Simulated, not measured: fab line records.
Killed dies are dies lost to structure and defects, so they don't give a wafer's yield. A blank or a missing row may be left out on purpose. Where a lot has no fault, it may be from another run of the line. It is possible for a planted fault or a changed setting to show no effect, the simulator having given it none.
A struck lot beside a sound one || flow n5 finfet || 21 out of 1938 route steps
Sound: the wafers L662.2, L662.3, L662.6. Wafers struck: L653.1, L653.3, L653.6. The cause comes at the end.
For every step that has rows: the tool of each side, followed by ch and its chambers, followed by its first start. Under that, the readings that differ: sound wafers || struck wafers || difference of the means || sigmas: that difference in standard deviations of wafers without a fault.
alike: same words and numbers on both sides, and readings whose means sit less than 2 such deviations apart. not compared: any withheld reading, any reading some wafer has no value for, any bound like >300 that may hide the same value, and any number with overlapping values for which the record gives no deviation.
Wherever a step has rows on one side only, a row that says differs or no value, or a row with sigmas, the two part there. Non-overlapping numbers with no deviation appear without sigmas and do not part them. A reading missing from all wafers of one side parts the sides only when that side holds two or more wafers.

first, 10 steps without rows for these wafers: N5_BEOL_M0_SAQP_DESCUM_45 (chemistry O2, time 7 s); N5_BEOL_M0_SAQP_ETCH_88 (etches underlayer in N2/H2, target depth 6.5 nm, time 5.2 s); N5_BEOL_M0_SAQP_ETCH_73 (etches SiARC in CF4, target depth 19.5 nm, time 32.5 s); N5_BEOL_M0_SAQP_CUT_ETCH_46 (etches SOC in N2/H2, target depth 135 nm, overetch 27 nm, time 202.5 s); N5_BEOL_M0_SAQP_STRIP_74 (strips in N2/H2); N5_BEOL_M0_SAQP_STRIP_89 (strips in N2/H2); N5_BEOL_M0_SAQP_ALD_48 (deposits SiO2, target thk 20 nm, pulse time 1 s, co reactant pulse time 1 s); N5_BEOL_M0_SAQP_ETCH_49 (etches SiO2 in CF4/O2, target depth 37 nm); N5_BEOL_M0_SAQP_STRIP_75 (strips in CF4); N5_BEOL_M0_CUTY_COAT_50 (time 60 s, resist thk 15 nm).
N5_BEOL_M0_CUTY_COAT_51: resist thk 150 nm.
  sound on litho track-05 ch 0, day 10 14:17; struck on litho track-04 ch 0, day 8 16:47
{"reading": "spin speed rpm (rpm)", "sound": "1498.6 1498.5 1500.0", "struck": "1405.8 1406.2 1407.6", "difference": -92.5, "sigmas": -92}
{"reading": "model.CAR-ArF-block_of_BEOL_M0_CUTY_COAT_51.thk nm (nm)", "sound": "150.6 150.4 150.6", "struck": "155.2 155 155", "difference": "+4.5", "sigmas": ""}
then, 6 steps without rows for these wafers: N5_BEOL_M0_CUTY_EBR_52; N5_BEOL_M0_CUTY_SOFTBAKE_53 (time 60 s); N5_BEOL_M0_CUTY_EXPOSE_54 (exposes mask M0 ABLK); N5_BEOL_M0_CUTY_PEB_55 (peb time 60 s); N5_BEOL_M0_CUTY_DEVELOP_56 (develop time 30 s); N5_BEOL_M0_CUTY_DESCUM_61 (chemistry O2, time 7.9 s).
N5_BEOL_M0_CUTY_ETCH_62: etches SiARC in CF4, time 58.5 s.
  sound on rie diel-04 ch 0,2,3, day 10 14:55; struck on rie diel-03 ch 0,1, day 8 17:16
{"reading": "etch rf on time s (s)", "sound": "57.6 58.0 57.7", "struck": "61.5 58.9 61.9", "difference": "+3.0", "sigmas": "+2"}
{"reading": "rf vpp V (V)", "sound": "184.6 185.7 184.2", "struck": "182.7 183.2 182.6", "difference": -2.0, "sigmas": -2}
{"reading": "model.CAR-ArF-block_of_BEOL_M0_CUTY_COAT_51.thk nm (nm)", "sound": "119 118.8 118.8", "struck": "123.8 123.4 123.4", "difference": "+4.7", "sigmas": ""}
  alike: drypump motor current A, oes product au, showerhead plenum p Torr, throttle valve pct
  not compared: rf hours counter h
then, 1 step without rows for these wafers: N5_BEOL_M0_CUTY_ETCH_63 (etches SOC in N2/H2, target depth 82.7 nm, overetch 16.5 nm, time 124 s).
N5_BEOL_M4_RC_MEAS_101:
  sound on prober-01 ch 0, day 12 22:34; struck on prober-01 ch 0, day 10 12:46
{"reading": "DIBL_N (mV/V)", "sound": "37.4 38.9 39.5", "struck": "37.1 34.6 33.0", "difference": -3.7, "sigmas": -3}
{"reading": "DIBL_P (mV/V)", "sound": "37.1 38.8 39.1", "struck": "36.4 33.9 31.1", "difference": -4.5, "sigmas": -3}
{"reading": "IOFF_N (nA/um)", "sound": "0.166 0.193 0.201", "struck": "0.171 0.134 0.109", "difference": -0.049, "sigmas": -2}
{"reading": "IOFF_P (nA/um)", "sound": "0.23 0.27 0.27", "struck": "0.21 0.18 0.15", "difference": -0.08, "sigmas": -2}
  alike: ION_N, ION_P, SS_N, SS_P, VT_N, VT_P
N5_PASSIVATION_PROBE_49:
  rows exist in the record for the sound wafers here (prober-01, day 17 16:43), none for the struck ones

## WHERE THEY PART
First at N5_BEOL_M0_CUTY_COAT_51; last, within this record, at N5_PASSIVATION_PROBE_49.

WHY: what the simulator had put in
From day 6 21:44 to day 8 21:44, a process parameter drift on litho track-04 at N5_BEOL_M0_CUTY_COAT_51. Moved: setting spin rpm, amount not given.
